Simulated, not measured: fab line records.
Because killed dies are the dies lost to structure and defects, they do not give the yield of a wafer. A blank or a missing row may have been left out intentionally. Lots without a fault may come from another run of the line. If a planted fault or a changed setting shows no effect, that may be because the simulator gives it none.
fab line records	flow nand_harc	part 1 of 2: steps 1 to 4 of 6
[record] lots = 23	wafers = 69	last_day = 24
route steps=1159 shown A_CHANNEL_HOLE_D1@472 A_CHANNEL_FILL_D1@507 A_STAIRCASE@548
lots that met no fault: taken from a fault-free run of the same line
start_h: the number of hours between the record's first day and the start of the first shown wafer of the lot	wait_h: how many hours have passed since the lot's step before this one	" same as the row above	L1.1+2: one row covering several wafers at once	- no value present, or no start provided	* or withheld: withheld	< > ~ a bound
route shown NAME@n: names a module that has steps shown in the file, with the first one's number in the route	usual: average and standard deviation across the fault-free wafers	same: alike in all rows	chamber/n: place in a boat	sites: readings site by site	_std_site: their standard deviation	_edge_site: inner sites' mean taken away from outer sites' mean	radius_mm: for every site, how far away it sits from the centre of the wafer	mask NAME#n: copy n	behind: the most recent tool/chamber to have shaped the wafer	hold: why the lot was held/for how many hours/how that ended	device: the transistor (n, p or np) that didn't switch	end of line: tests of these same wafers at the route's end	step lacking rows: just its recipe	killed: dies lost to structure and defects at the first sort, not the wafer's yield	map: dies across one wafer; x = killed, . = not, _ = none there
set.NAME: the setting as run; set.NAME@STEP: as run at that earlier step	model.NAME: the simulator's own value behind a step, which no gauge read
route steps across a sampled set of lots; one table per step, one row per wafer
services: a tool's chamber out of use, with start hour (start_h, from the record's first day; less than 0 if before it), hours out, and reason
[[steps]]
[step NHARC_A_CHANNEL_HOLE_D1_ETCH_20]
[recipe] bias_v = 3000	source_w = withheld	pressure_mtorr = 20	time_s = 361.9	ar_flow_sccm = 375	c4f8_flow_sccm = 89.3	o2_flow_sccm = 35.7	temp_c = -20	target_depth_a = 16000	chemistry = C4F8/O2/Ar
[usual] drypump_motor_current_A = 5.8/0.45	he_backside_leak_sccm = 6.1/0.78	showerhead_plenum_p_Torr = 3.837/0.024	temp_c = -20.00/0.12	throttle_valve_pct = 32.156/0.009
lot.wafer	tool	chamber	start_h	wait_h	drypump_motor_current_A	he_backside_leak_sccm	rf_hours_counter_h	showerhead_plenum_p_Torr	temp_c	throttle_valve_pct
L074.2	har_etch-02	0	168.30	0.1	6.4	4.9	102	3.875	-19.82	32.148
L074.4	"	1	"	"	5.2	6.1	-	3.875	-19.94	32.164
L074.6	"	0	"	"	6.4	4.8	-	3.875	-20.13	32.149
L075.1	har_etch-02	1	185.10	0.1	5.2	6.2	106	3.873	-19.85	32.179
L075.3	"	1	"	"	5.2	6.5	-	3.873	-19.93	32.164
L075.6	"	1	"	"	5.2	6.3	-	3.873	-19.95	32.150
L076.2	har_etch-01	0	185.47	0.1	5.8	6.3	188	3.826	-19.90	32.148
L076.3	"	0	"	"	5.8	6.3	-	3.826	-19.89	32.155
L076.5	"	0	"	"	5.8	6.2	-	3.827	-20.00	32.170
L077.1	har_etch-02	1	198.73	0.1	5.2	6.1	112	3.869	-20.29	32.148
L077.3	"	0	"	"	6.4	4.5	-	3.870	-20.07	32.150
L077.5	"	0	"	"	6.4	4.7	-	3.870	-20.01	32.162
L078.3	har_etch-01	1	199.77	0.2	6.0	7.0	-	3.823	-20.08	32.162
L078.6	"	1	"	"	6.0	6.6	-	3.823	-19.84	32.167
L078.5	"	0	"	"	5.8	6.2	-	3.823	-19.65	32.163
L079.2	har_etch-01	0	207.31	0.1	5.8	6.3	198	3.822	-20.08	32.140
L079.1	"	1	"	"	5.9	6.4	198	3.821	-20.20	32.155
L079.3	"	1	"	"	6.0	6.1	-	3.821	-20.12	32.164
L081.4	har_etch-02	1	215.35	0.2	5.2	6.0	-	3.866	-20.03	32.162
L081.6	"	1	"	"	5.2	6.1	-	3.865	-20.06	32.145
L081.5	"	0	"	"	6.4	4.8	-	3.865	-20.13	32.159
L080.1	har_etch-01	0	215.94	0.1	5.8	6.4	201	3.819	-19.86	32.170
L080.5	"	1	"	"	6.0	6.6	-	3.819	-20.02	32.149
L080.6	"	0	"	"	5.8	6.5	-	3.819	-19.88	32.154
L083.2	har_etch-02	1	232.72	0.1	5.2	6.3	125	3.862	-20.25	32.155
L083.3	"	1	"	"	5.2	6.3	-	3.862	-20.11	32.162
L083.4	"	0	"	"	6.4	5.0	-	3.862	-19.86	32.155
L082.4	har_etch-01	1	233.92	0.2	6.0	6.6	-	3.815	-19.93	32.158
L082.3	"	0	"	"	5.8	6.3	-	3.815	-20.06	32.152
L082.6	"	1	"	"	6.0	6.6	-	3.815	-20.07	32.168
L085.1	har_etch-02	1	248.97	0.1	5.2	6.5	132	3.858	-20.07	32.163
L085.3	"	1	"	"	5.2	6.1	-	3.858	-20.09	32.164
L085.5	"	1	"	"	5.2	6.1	-	3.858	-20.07	32.168
L086.1	har_etch-02	1	258.71	0.1	5.2	6.2	138	3.854	-19.92	32.159
L086.3	"	0	"	"	6.4	4.9	-	3.855	-20.24	32.153
L086.5	"	1	"	"	5.2	6.2	-	3.855	-19.88	32.139
L087.2	har_etch-01	1	259.88	0.1	6.0	6.4	218	3.810	-20.07	32.157
L087.3	"	0	"	"	5.8	6.3	-	3.809	-19.92	32.161
L087.5	"	1	"	"	5.9	6.8	-	3.810	-20.04	32.142
L084.2	har_etch-02	1	267.03	0.1	5.2	6.1	142	3.853	-20.08	32.156
L084.3	"	1	"	"	5.2	6.1	-	3.853	-19.86	32.152
L084.4	"	0	"	"	6.4	4.9	-	3.853	-19.90	32.166
L089.3	har_etch-01	0	267.40	0.2	5.8	6.4	-	3.807	-20.13	32.169
L089.4	"	1	"	"	5.9	6.8	-	3.807	-19.99	32.162
L089.5	"	1	"	"	5.9	6.6	-	3.807	-19.93	32.133
L088.1	har_etch-02	0	271.24	0.1	6.4	5.1	146	3.851	-19.98	32.145
L088.3	"	1	"	"	5.2	6.2	-	3.850	-19.98	32.143
L088.6	"	0	"	"	6.4	5.2	-	3.850	-19.98	32.156
L090.2	har_etch-01	1	277.58	0.1	5.9	7.0	228	3.804	-20.06	32.159
L090.1	"	0	"	"	5.8	6.5	228	3.805	-19.96	32.168
L090.3	"	1	"	"	6.0	7.1	-	3.804	-20.19	32.158
L093.2	har_etch-02	0	286.00	0.1	6.4	5.3	151	3.847	-19.95	32.157
L093.3	"	0	"	"	6.4	5.0	-	3.848	-20.09	32.169
L093.6	"	1	"	"	5.2	6.4	-	3.847	-20.25	32.150
L094.1	har_etch-01	0	287.13	0.1	5.8	6.6	232	3.802	-20.22	32.149
L094.3	"	0	"	"	5.8	6.4	-	3.802	-20.03	32.137
L094.5	"	1	"	"	5.9	6.9	-	3.803	-19.92	32.150
L091.4	har_etch-02	1	290.28	0.2	5.2	6.9	-	3.845	-19.81	32.146
L091.6	"	1	"	"	5.2	6.7	-	3.845	-19.99	32.151
L091.5	"	0	"	"	6.4	4.9	-	3.845	-20.01	32.150
L092.1	har_etch-01	0	295.23	0.1	5.8	6.3	238	3.798	-20.05	32.133
L092.2	"	1	"	"	5.9	6.5	238	3.798	-19.97	32.155
L092.6	"	1	"	"	5.9	6.5	-	3.798	-20.11	32.144
L096.1	har_etch-02	1	307.90	0.1	5.2	6.4	162	3.841	-19.83	32.168
L096.3	"	1	"	"	5.2	6.6	-	3.841	-19.82	32.157
L096.4	"	0	"	"	6.4	5.0	-	3.842	-19.89	32.160
L095.2	har_etch-02	0	316.29	0.1	6.4	5.4	170	3.837	-20.19	32.151
L095.3	"	1	"	"	5.2	6.3	-	3.837	-19.77	32.162
L095.4	"	0	"	"	6.3	5.4	-	3.837	-19.99	32.142
[step NHARC_A_CHANNEL_HOLE_D1_ETCH_21]
[recipe] bias_v = 3000	source_w = withheld	pressure_mtorr = 20	time_s = 514.3	ar_flow_sccm = 375	c4f8_flow_sccm = 89.3	o2_flow_sccm = 35.7	temp_c = -20	target_depth_a = 16000	chemistry = C4F8/O2/Ar
[usual] drypump_motor_current_A = 5.8/0.46	he_backside_leak_sccm = 6.2/0.77	showerhead_plenum_p_Torr = 3.837/0.024	temp_c = -20.01/0.1	throttle_valve_pct = 32.156/0.009
lot.wafer	tool	chamber	start_h	wait_h	drypump_motor_current_A	he_backside_leak_sccm	rf_hours_counter_h	showerhead_plenum_p_Torr	temp_c	throttle_valve_pct
L074.2	har_etch-02	0	168.62	0.3	6.4	5.2	103	3.875	-19.84	32.164
L074.4	"	1	"	"	5.2	6.3	-	3.875	-19.83	32.168
L074.6	"	0	"	"	6.4	5.3	-	3.875	-19.90	32.155
L075.1	har_etch-02	1	185.44	0.3	5.2	6.0	107	3.872	-20.08	32.154
L075.3	"	1	"	"	5.2	5.8	-	3.873	-19.94	32.162
L075.6	"	1	"	"	5.2	6.1	-	3.873	-19.98	32.169
L076.2	har_etch-01	0	185.81	0.3	5.8	5.7	189	3.826	-19.95	32.150
L076.3	"	0	"	"	5.8	5.9	-	3.826	-19.90	32.178
L076.5	"	0	"	"	5.8	5.9	-	3.826	-20.10	32.139
L077.1	har_etch-02	1	199.04	0.3	5.2	6.1	112	3.870	-20.00	32.161
L077.3	"	0	"	"	6.4	5.5	-	3.870	-20.00	32.156
L077.5	"	0	"	"	6.4	5.3	-	3.870	-20.07	32.160
L078.3	har_etch-01	1	200.13	0.3	6.0	6.7	-	3.823	-20.12	32.170
L078.6	"	1	"	"	5.9	6.9	-	3.823	-19.86	32.152
L078.5	"	0	"	"	5.8	6.3	-	3.823	-20.13	32.158
L079.2	har_etch-01	0	207.63	0.3	5.8	6.4	198	3.821	-19.93	32.174
L079.1	"	1	"	"	6.0	6.6	198	3.821	-20.12	32.159
L079.3	"	1	"	"	6.0	6.9	-	3.821	-20.10	32.147
L081.4	har_etch-02	1	215.71	0.3	5.2	5.9	-	3.865	-19.96	32.161
L081.6	"	1	"	"	5.2	6.2	-	3.865	-19.95	32.161
L081.5	"	0	"	"	6.3	4.9	-	3.866	-19.93	32.149
L080.1	har_etch-01	0	216.27	0.3	5.8	6.3	202	3.819	-20.04	32.165
L080.5	"	1	"	"	6.0	6.9	-	3.819	-19.90	32.161
L080.6	"	0	"	"	5.8	6.2	-	3.819	-19.85	32.167
L083.2	har_etch-02	1	233.03	0.3	5.2	6.5	126	3.861	-20.01	32.166
L083.3	"	1	"	"	5.2	6.0	-	3.862	-20.04	32.166
L083.4	"	0	"	"	6.4	4.6	-	3.861	-20.05	32.145
L082.4	har_etch-01	1	234.28	0.3	5.9	6.9	-	3.815	-19.87	32.163
L082.3	"	0	"	"	5.8	6.0	-	3.815	-20.02	32.145
L082.6	"	1	"	"	6.0	6.8	-	3.815	-20.06	32.147
L085.1	har_etch-02	1	249.30	0.3	5.2	6.0	133	3.857	-20.04	32.163
L085.3	"	1	"	"	5.2	6.0	-	3.858	-19.98	32.150
L085.5	"	1	"	"	5.2	6.0	-	3.858	-19.90	32.171
L086.1	har_etch-02	1	259.03	0.3	5.2	6.7	138	3.855	-19.98	32.154
L086.3	"	0	"	"	6.4	5.5	-	3.854	-20.02	32.161
L086.5	"	1	"	"	5.2	6.6	-	3.855	-19.90	32.161
L087.2	har_etch-01	1	260.22	0.3	5.9	7.1	219	3.810	-19.90	32.170
L087.3	"	0	"	"	5.8	6.6	-	3.809	-19.98	32.159
L087.5	"	1	"	"	6.0	6.9	-	3.809	-20.03	32.159
L084.2	har_etch-02	1	267.34	0.3	5.2	6.5	142	3.852	-19.86	32.160
L084.3	"	1	"	"	5.2	6.6	-	3.852	-19.97	32.144
L084.4	"	0	"	"	6.4	5.3	-	3.853	-20.05	32.154
L089.3	har_etch-01	0	267.75	0.3	5.8	6.3	-	3.807	-19.94	32.141
L089.4	"	1	"	"	5.9	6.4	-	3.807	-20.14	32.148
L089.5	"	1	"	"	6.0	6.6	-	3.807	-20.09	32.157
L088.1	har_etch-02	0	271.57	0.3	6.4	4.9	146	3.850	-20.11	32.150
L088.3	"	1	"	"	5.2	6.4	-	3.850	-20.06	32.165
L088.6	"	0	"	"	6.4	5.0	-	3.850	-20.13	32.164
L090.2	har_etch-01	1	277.91	0.3	5.9	6.7	228	3.804	-20.01	32.144
L090.1	"	0	"	"	5.8	6.3	228	3.804	-19.97	32.161
L090.3	"	1	"	"	6.0	6.9	-	3.804	-20.21	32.164
L093.2	har_etch-02	0	286.31	0.3	6.4	5.4	151	3.847	-19.83	32.167
L093.3	"	0	"	"	6.4	5.2	-	3.847	-19.93	32.167
L093.6	"	1	"	"	5.2	10.5	-	3.847	-20.13	32.166
L094.1	har_etch-01	0	287.44	0.3	5.8	6.5	232	3.802	-19.95	32.149
L094.3	"	0	"	"	5.8	6.6	-	3.802	-20.12	32.145
L094.5	"	1	"	"	6.0	7.3	-	3.802	-20.23	32.170
L091.4	har_etch-02	1	290.64	0.3	5.2	6.4	-	3.845	-20.07	32.160
L091.6	"	1	"	"	5.2	6.6	-	3.845	-19.96	32.162
L091.5	"	0	"	"	6.4	5.0	-	3.845	-19.85	32.175
L092.1	har_etch-01	0	295.55	0.3	5.8	6.6	239	3.798	-19.96	32.157
L092.2	"	1	"	"	6.0	7.2	239	3.798	-20.03	32.157
L092.6	"	1	"	"	5.9	6.8	-	3.798	-20.01	32.160
L096.1	har_etch-02	1	308.21	0.3	5.2	6.4	162	3.841	-20.12	32.149
L096.3	"	1	"	"	5.2	6.3	-	3.841	-20.05	32.177
L096.4	"	0	"	"	6.4	5.5	-	3.841	-20.13	32.146
L095.2	har_etch-02	0	316.63	0.3	6.4	5.1	170	3.837	-19.96	32.154
L095.3	"	1	"	"	5.2	6.5	-	3.837	-20.01	32.152
L095.4	"	0	"	"	6.4	5.4	-	3.837	-19.94	32.159
[step NHARC_A_CHANNEL_FILL_D1_ALD_25]
[recipe] target_thk_a = 600	pulse_time_s = 10	ald_cycles = 600	temp_c = 300	material = SiOx
[usual] heater_power_w = 462/46	precursor_pulse_height_rel = 1.001/0.02
lot.wafer	tool	chamber	start_h	wait_h	heater_power_w	precursor_pulse_height_rel
L074.2	ald_hk-01	3	218.69	0.1	467	0.980
L074.4	"	2	220.51	2.0	497	1.013
L074.6	"	3	"	"	456	0.977
L075.3	ald_hk-03	3	230.83	0.1	449	1.016
L075.1	"	1	232.07	1.3	526	1.002
L075.6	"	0	233.94	3.2	415	1.031
L076.2	ald_hk-01	2	230.83	0.1	486	1.008
L076.3	"	3	"	"	465	0.985
L076.5	"	2	233.31	2.5	502	1.012
L078.3	ald_hk-04	2	243.18	0.1	431	0.995
L078.5	"	2	245.64	2.5	423	0.999
L078.6	"	3	"	"	557	1.029
L077.3	ald_hk-03	3	245.61	2.5	440	1.016
L077.1	"	0	"	"	412	0.973
L077.5	"	2	247.48	4.3	462	1.014
L079.1	ald_hk-03	0	253.05	0.7	413	1.000
L079.2	"	1	"	"	526	0.968
L079.3	"	2	"	"	445	1.021
L081.4	ald_hk-03	2	258.06	0.7	465	1.010
L081.5	"	1	259.93	2.5	525	1.023
L081.6	"	2	"	"	448	0.991
L080.1	ald_hk-01	1	259.25	1.9	462	1.016
L080.6	"	2	"	"	501	1.019
L080.5	"	3	"	"	431	1.001
L083.3	ald_hk-01	2	277.73	0.1	497	1.052
L083.4	"	3	"	"	433	0.996
L083.2	"	0	"	"	394	0.990
L082.3	ald_hk-04	2	277.73	0.1	420	1.049
L082.4	"	1	279.53	1.9	434	0.990
L082.6	"	2	"	"	431	0.974
L085.1	ald_hk-03	3	290.29	0.1	448	0.993
L085.3	"	2	292.14	1.9	446	0.982
L085.5	"	3	"	"	458	0.997
L087.3	ald_hk-03	2	300.50	0.0	444	1.028
L087.2	"	1	302.35	1.9	534	0.978
L087.5	"	3	303.58	3.1	453	0.984
L086.3	ald_hk-04	1	303.57	3.1	437	1.007
L086.1	"	2	"	"	428	1.007
L086.5	"	3	"	"	565	0.987
L084.3	ald_hk-01	2	308.72	0.1	493	1.022
L084.2	"	0	309.96	1.3	397	1.010
L084.4	"	1	"	"	451	0.991
L089.4	ald_hk-04	2	308.72	0.1	425	1.018
L089.3	"	0	309.95	1.3	449	0.998
L089.5	"	2	311.18	2.5	428	0.999
L088.3	ald_hk-03	0	314.28	0.7	426	1.007
L088.1	"	1	"	"	531	1.007
L088.6	"	3	316.13	2.5	444	1.020
L090.1	ald_hk-04	1	319.97	0.7	428	1.029
L090.2	"	2	"	"	429	0.996
L090.3	"	3	"	"	551	1.015
L094.1	ald_hk-04	1	331.05	2.7	438	1.004
L094.3	"	3	332.29	3.9	559	0.996
L094.5	"	1	333.53	5.2	439	1.005
L093.2	ald_hk-01	0	332.27	3.9	391	1.013
L093.3	"	1	"	"	464	1.020
L093.6	"	2	"	"	503	0.995
L091.4	ald_hk-03	0	334.65	2.8	420	0.991
L091.6	"	1	"	"	536	1.004
L091.5	"	2	"	"	438	0.991
L092.2	ald_hk-04	2	338.58	0.1	434	0.981
L092.1	"	3	"	"	554	0.996
L092.6	"	3	341.61	3.1	561	0.999
L096.4	ald_hk-01	0	349.97	0.1	394	1.008
L096.3	"	1	"	"	453	0.989
L096.1	"	2	"	"	502	1.004
L095.4	ald_hk-04	0	361.79	0.1	451	1.031
L095.2	"	2	363.04	1.3	438	0.995
L095.3	"	3	"	"	574	1.037
[step NHARC_A_CHANNEL_FILL_D1_RTA_24]
[recipe] temp_c = 1000	time_s = 5
[usual] lamp_power_pct = 28.5/1.4	wafer_temp_C_max = 1005.3/1.6
lot.wafer	tool	chamber	start_h	wait_h	lamp_power_pct	wafer_temp_C_max
L074.2	rtp_anneal-02	0	230.76	0.3	26.7	1005.2
L074.4	"	0	"	"	26.7	1007.5
L074.6	"	0	"	"	26.7	1008.8
L076.2	rtp_anneal-02	0	242.76	0.1	26.8	1007.4
L076.3	"	0	"	"	26.7	1007.3
L076.5	"	0	"	"	26.7	1007.4
L075.1	rtp_anneal-01	0	242.85	0.1	29.7	1003.5
L075.3	"	0	"	"	29.7	1004.1
L075.6	"	0	"	"	29.6	1004.8
L077.1	rtp_anneal-02	0	255.05	0.1	26.8	1004.2
L077.3	"	0	"	"	26.8	1006.8
L077.5	"	0	"	"	26.7	1005.8
L078.3	rtp_anneal-01	0	255.06	0.1	29.6	1003.5
L078.5	"	0	"	"	29.6	1004.1
L078.6	"	0	"	"	29.6	1004.2
L079.1	rtp_anneal-01	0	264.21	0.0	29.6	1004.1
L079.2	"	0	"	"	29.6	1003.3
L079.3	"	0	"	"	29.6	1004.5
L080.1	rtp_anneal-02	0	269.25	0.0	26.7	1006.1
L080.5	"	0	"	"	26.8	1006.7
L080.6	"	0	"	"	26.7	1006.2
L081.4	rtp_anneal-01	0	269.33	0.1	29.6	1004.4
L081.5	"	0	"	"	29.6	1003.5
L081.6	"	0	"	"	29.5	1004.7
L083.2	rtp_anneal-02	0	289.35	0.1	26.7	1006.8
L083.3	"	0	"	"	26.8	1006.9
L083.4	"	0	"	"	26.7	1006.7
L082.3	rtp_anneal-02	0	289.55	0.2	26.7	1007.0
L082.4	"	0	"	"	26.7	1005.8
L082.6	"	0	"	"	26.7	1006.2
L085.1	rtp_anneal-01	0	303.18	1.2	29.7	1006.2
L085.3	"	0	"	"	29.6	1003.6
L085.5	"	0	"	"	29.7	1003.9
L086.1	rtp_anneal-01	0	312.40	0.0	29.7	1003.7
L086.3	"	0	"	"	29.6	1004.8
L086.5	"	0	"	"	29.6	1004.5
L087.2	rtp_anneal-02	0	312.42	0.1	26.7	1006.4
L087.3	"	0	"	"	26.7	1007.6
L087.5	"	0	"	"	26.7	1005.2
L089.3	rtp_anneal-01	0	320.50	0.1	29.6	1004.6
L089.4	"	0	"	"	29.6	1004.8
L089.5	"	0	"	"	29.6	1003.8
L084.2	rtp_anneal-01	0	320.64	0.2	29.6	1005.0
L084.3	"	0	"	"	29.6	1004.4
L084.4	"	0	"	"	29.6	1006.8
L088.1	rtp_anneal-01	0	325.39	0.0	29.6	1004.1
L088.3	"	0	"	"	29.6	1004.2
L088.6	"	0	"	"	29.7	1002.9
L090.1	rtp_anneal-01	0	331.27	0.3	29.6	1004.8
L090.2	"	0	"	"	29.6	1005.8
L090.3	"	0	"	"	29.6	1004.4
L093.2	rtp_anneal-01	0	342.78	0.1	29.6	1002.9
L093.3	"	0	"	"	29.6	1003.6
L093.6	"	0	"	"	29.6	1004.1
L091.4	rtp_anneal-01	0	343.01	0.4	29.6	1003.8
L091.5	"	0	"	"	29.6	1004.4
L091.6	"	0	"	"	29.7	1003.2
L094.1	rtp_anneal-01	0	343.09	0.3	29.6	1005.0
L094.3	"	0	"	"	29.6	1004.3
L094.5	"	0	"	"	29.6	1005.1
L092.1	rtp_anneal-01	0	350.19	0.0	29.6	1005.9
L092.2	"	0	"	"	29.6	1005.0
L092.6	"	0	"	"	29.6	1004.0
L096.1	rtp_anneal-01	0	361.87	0.0	29.6	1003.1
L096.3	"	0	"	"	29.7	1004.4
L096.4	"	0	"	"	29.6	1003.8
L095.2	rtp_anneal-02	0	373.70	0.1	26.7	1006.5
L095.3	"	0	"	"	26.7	1006.5
L095.4	"	0	"	"	26.7	1006.8
